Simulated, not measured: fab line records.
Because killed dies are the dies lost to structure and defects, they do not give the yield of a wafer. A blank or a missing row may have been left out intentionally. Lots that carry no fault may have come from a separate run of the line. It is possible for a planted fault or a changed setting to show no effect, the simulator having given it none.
Matching of chambers :: flow n5-finfet :: N5_BEOL_M0_SAQP_STRIP_75 on rie-diel-03: 4 sister chambers
The step strips in CF4. 22 wafers are shown with their chamber, then 11 later ones without.

WAFERS, EACH WITH ITS CHAMBER
wafer: L075.2
chamber: 0
showerhead-plenum-p-Torr (Torr): 1.87
throttle-valve-pct (%): 13.94
drypump-motor-current-A (A): 5.9

wafer: L075.4
chamber: 2
showerhead-plenum-p-Torr (Torr): 1.71
throttle-valve-pct (%): 13.59
drypump-motor-current-A (A): 6.0

wafer: L075.6
chamber: 2
showerhead-plenum-p-Torr (Torr): 1.71
throttle-valve-pct (%): 13.60
drypump-motor-current-A (A): 6.0

wafer: L076.3
chamber: 0
showerhead-plenum-p-Torr (Torr): 1.87
throttle-valve-pct (%): 13.95
drypump-motor-current-A (A): 5.8

wafer: L076.4
chamber: 1
showerhead-plenum-p-Torr (Torr): 1.84
throttle-valve-pct (%): 13.87
drypump-motor-current-A (A): 4.9

wafer: L076.6
chamber: 3
showerhead-plenum-p-Torr (Torr): 1.84
throttle-valve-pct (%): 13.32
drypump-motor-current-A (A): 5.9

wafer: L078.1
chamber: 3
showerhead-plenum-p-Torr (Torr): 1.84
throttle-valve-pct (%): 13.32
drypump-motor-current-A (A): 5.9

wafer: L078.2
chamber: 2
showerhead-plenum-p-Torr (Torr): 1.71
throttle-valve-pct (%): 13.60
drypump-motor-current-A (A): 6.0

wafer: L078.5
chamber: 3
showerhead-plenum-p-Torr (Torr): 1.84
throttle-valve-pct (%): 13.33
drypump-motor-current-A (A): 5.9

wafer: L079.1
chamber: 3
showerhead-plenum-p-Torr (Torr): 1.84
throttle-valve-pct (%): 13.34
drypump-motor-current-A (A): 5.9

wafer: L079.3
chamber: 1
showerhead-plenum-p-Torr (Torr): 1.84
throttle-valve-pct (%): 13.88
drypump-motor-current-A (A): 4.9

wafer: L079.5
chamber: 1
showerhead-plenum-p-Torr (Torr): 1.84
throttle-valve-pct (%): 13.88
drypump-motor-current-A (A): 4.9

wafer: L080.4
chamber: 3
showerhead-plenum-p-Torr (Torr): 1.84
throttle-valve-pct (%): 13.36
drypump-motor-current-A (A): 5.9

wafer: L080.5
chamber: 0
showerhead-plenum-p-Torr (Torr): 1.87
throttle-valve-pct (%): 13.97
drypump-motor-current-A (A): 5.8

wafer: L080.6
chamber: 2
showerhead-plenum-p-Torr (Torr): 1.71
throttle-valve-pct (%): 13.61
drypump-motor-current-A (A): 6.0

wafer: L081.2
chamber: 3
showerhead-plenum-p-Torr (Torr): 1.84
throttle-valve-pct (%): 13.37
drypump-motor-current-A (A): 5.9

wafer: L081.3
chamber: 2
showerhead-plenum-p-Torr (Torr): 1.70
throttle-valve-pct (%): 13.62
drypump-motor-current-A (A): 6.0

wafer: L081.4
chamber: 2
showerhead-plenum-p-Torr (Torr): 1.71
throttle-valve-pct (%): 13.62
drypump-motor-current-A (A): 5.9

wafer: L082.3
chamber: 0
showerhead-plenum-p-Torr (Torr): 1.86
throttle-valve-pct (%): 13.98
drypump-motor-current-A (A): 5.8

wafer: L082.4
chamber: 3
showerhead-plenum-p-Torr (Torr): 1.84
throttle-valve-pct (%): 13.36
drypump-motor-current-A (A): 5.8

wafer: L082.6
chamber: 0
showerhead-plenum-p-Torr (Torr): 1.86
throttle-valve-pct (%): 13.98
drypump-motor-current-A (A): 5.8

wafer: L083.1
chamber: 2
showerhead-plenum-p-Torr (Torr): 1.70
throttle-valve-pct (%): 13.63
drypump-motor-current-A (A): 6.0

SIGNATURES (means of the wafers above)
reading: showerhead-plenum-p-Torr
chamber 0: 1.8660
chamber 1: 1.8400
chamber 2: 1.7071
chamber 3: 1.8400
scatter within a chamber: 0.00382

reading: throttle-valve-pct
chamber 0: 13.9640
chamber 1: 13.8767
chamber 2: 13.6100
chamber 3: 13.3429
scatter within a chamber: 0.0169

reading: drypump-motor-current-A
chamber 0: 5.820
chamber 1: 4.900
chamber 2: 5.986
chamber 3: 5.886
scatter within a chamber: 0.0374
Rule: a wafer's distance from a chamber is the root of the sum, over the readings, of the square of ((its reading less the chamber's mean) divided by the reading's scatter). The wafer belongs to the nearest chamber; if the next one is less than 2 further off, it can't be placed. The scatter is the square root of a quotient: the sum, over the shown wafers, of each reading's squared deviation from its chamber's mean, divided by wafers minus chambers.

WAFERS MISSING THEIR CHAMBER
wafer: L083.4
showerhead-plenum-p-Torr (Torr): 1.86
throttle-valve-pct (%): 13.99
drypump-motor-current-A (A): 5.8

wafer: L083.5
showerhead-plenum-p-Torr (Torr): 1.84
throttle-valve-pct (%): 13.37
drypump-motor-current-A (A): 5.9

wafer: L087.1
showerhead-plenum-p-Torr (Torr): 1.83
throttle-valve-pct (%): 13.39
drypump-motor-current-A (A): 5.9

wafer: L087.2
showerhead-plenum-p-Torr (Torr): 1.86
throttle-valve-pct (%): 14.01
drypump-motor-current-A (A): 5.7

wafer: L087.5
showerhead-plenum-p-Torr (Torr): 1.70
throttle-valve-pct (%): 13.66
drypump-motor-current-A (A): 6.0

wafer: L088.1
showerhead-plenum-p-Torr (Torr): 1.86
throttle-valve-pct (%): 14.02
drypump-motor-current-A (A): 5.8

wafer: L088.5
showerhead-plenum-p-Torr (Torr): 1.70
throttle-valve-pct (%): 13.66
drypump-motor-current-A (A): 6.0

wafer: L088.6
showerhead-plenum-p-Torr (Torr): 1.83
throttle-valve-pct (%): 13.40
drypump-motor-current-A (A): 5.9

wafer: L090.1
showerhead-plenum-p-Torr (Torr): 1.86
throttle-valve-pct (%): 14.03
drypump-motor-current-A (A): 5.8

wafer: L090.4
showerhead-plenum-p-Torr (Torr): 1.84
throttle-valve-pct (%): 13.35
drypump-motor-current-A (A): 4.9

wafer: L090.5
showerhead-plenum-p-Torr (Torr): 1.86
throttle-valve-pct (%): 14.02
drypump-motor-current-A (A): 5.8

THE CHAMBER EACH PASSED THROUGH
wafer: L083.4
from the rows above: 0
in truth: 0

wafer: L083.5
from the rows above: 3
in truth: 3

wafer: L087.1
from the rows above: 3
in truth: 3

wafer: L087.2
from the rows above: 0
in truth: 0

wafer: L087.5
from the rows above: 2
in truth: 2

wafer: L088.1
from the rows above: 0
in truth: 0

wafer: L088.5
from the rows above: 2
in truth: 2

wafer: L088.6
from the rows above: 3
in truth: 3

wafer: L090.1
from the rows above: 0
in truth: 0

wafer: L090.4
from the rows above: 3
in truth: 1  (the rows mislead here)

wafer: L090.5
from the rows above: 0
in truth: 0
Placed correctly: 10 of 11. From these rows, 0 cannot be placed. Wrongly placed: 1.
